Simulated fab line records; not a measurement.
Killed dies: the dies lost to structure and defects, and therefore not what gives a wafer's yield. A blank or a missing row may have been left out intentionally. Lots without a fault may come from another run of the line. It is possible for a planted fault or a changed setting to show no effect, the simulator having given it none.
Chamber matching :: flow n5_finfet :: N5_BEOL_M4_DEP_57 on pecvd-01: 3 sister chambers
The step deposits SiCN from 3MS/NH3, target thk 8 nm, time 14 s. 16 wafers are shown with their chamber, then 8 later ones without.

WAFERS, EACH WITH ITS CHAMBER
wafer: L074.2
chamber: 2
throttle_valve_pct (%): 8.5
showerhead_plenum_p_Torr (Torr): 3.648

wafer: L074.4
chamber: 2
throttle_valve_pct (%): 8.5
showerhead_plenum_p_Torr (Torr): 3.650

wafer: L074.6
chamber: 0
throttle_valve_pct (%): 9.3
showerhead_plenum_p_Torr (Torr): 3.662

wafer: L077.2
chamber: 1
throttle_valve_pct (%): 8.5
showerhead_plenum_p_Torr (Torr): 3.659

wafer: L077.4
chamber: 1
throttle_valve_pct (%): 8.2
showerhead_plenum_p_Torr (Torr): 3.669

wafer: L077.5
chamber: 2
throttle_valve_pct (%): 8.8
showerhead_plenum_p_Torr (Torr): 3.641

wafer: L079.1
chamber: 2
throttle_valve_pct (%): 8.9
showerhead_plenum_p_Torr (Torr): 3.650

wafer: L079.3
chamber: 0
throttle_valve_pct (%): 9.5
showerhead_plenum_p_Torr (Torr): 3.659

wafer: L079.4
chamber: 2
throttle_valve_pct (%): 8.5
showerhead_plenum_p_Torr (Torr): 3.645

wafer: L085.2
chamber: 1
throttle_valve_pct (%): 8.2
showerhead_plenum_p_Torr (Torr): 3.661

wafer: L085.3
chamber: 2
throttle_valve_pct (%): 8.7
showerhead_plenum_p_Torr (Torr): 3.651

wafer: L085.5
chamber: 2
throttle_valve_pct (%): 8.9
showerhead_plenum_p_Torr (Torr): 3.645

wafer: L084.3
chamber: 0
throttle_valve_pct (%): 9.7
showerhead_plenum_p_Torr (Torr): 3.657

wafer: L084.4
chamber: 0
throttle_valve_pct (%): 9.5
showerhead_plenum_p_Torr (Torr): 3.658

wafer: L084.5
chamber: 1
throttle_valve_pct (%): 8.4
showerhead_plenum_p_Torr (Torr): 3.660

wafer: L088.2
chamber: 2
throttle_valve_pct (%): 8.7
showerhead_plenum_p_Torr (Torr): 3.642

SIGNATURES (means of the wafers above)
reading: throttle_valve_pct
chamber 0: 9.500
chamber 1: 8.325
chamber 2: 8.688
scatter within a chamber: 0.166

reading: showerhead_plenum_p_Torr
chamber 0: 3.65900
chamber 1: 3.66225
chamber 2: 3.64650
scatter within a chamber: 0.00371
Rule: for each reading, subtract the chamber's mean from the wafer's reading, divide by that reading's scatter and square the result; add these up over the readings and take the root, which gives the wafer's distance from the chamber. The wafer belongs to the nearest chamber; if the next one is less than 2 further off, it can't be placed. The scatter is the square root of a quotient: the sum, over the shown wafers, of each reading's squared deviation from its chamber's mean, divided by wafers minus chambers.

WAFERS WHOSE CHAMBER IS MISSING
wafer: L088.4
throttle_valve_pct (%): 8.7
showerhead_plenum_p_Torr (Torr): 3.642

wafer: L088.5
throttle_valve_pct (%): 9.4
showerhead_plenum_p_Torr (Torr): 3.660

wafer: L092.2
throttle_valve_pct (%): 8.2
showerhead_plenum_p_Torr (Torr): 3.666

wafer: L092.3
throttle_valve_pct (%): 8.7
showerhead_plenum_p_Torr (Torr): 3.644

wafer: L092.6
throttle_valve_pct (%): 8.2
showerhead_plenum_p_Torr (Torr): 3.669

wafer: L097.2
throttle_valve_pct (%): 8.5
showerhead_plenum_p_Torr (Torr): 3.638

wafer: L097.3
throttle_valve_pct (%): 8.2
showerhead_plenum_p_Torr (Torr): 3.664

wafer: L097.5
throttle_valve_pct (%): 8.0
showerhead_plenum_p_Torr (Torr): 3.662

WHICH CHAMBER EACH ONE RAN IN
wafer: L088.4
from the rows above: 2
in truth: 2

wafer: L088.5
from the rows above: 0
in truth: 0

wafer: L092.2
from the rows above: 1
in truth: 1

wafer: L092.3
from the rows above: 2
in truth: 2

wafer: L092.6
from the rows above: 1
in truth: 1

wafer: L097.2
from the rows above: 2
in truth: 2

wafer: L097.3
from the rows above: 1
in truth: 1

wafer: L097.5
from the rows above: 1
in truth: 1
Placed correctly: 8 of 8. From these rows, 0 cannot be placed. Wrongly placed: 0.
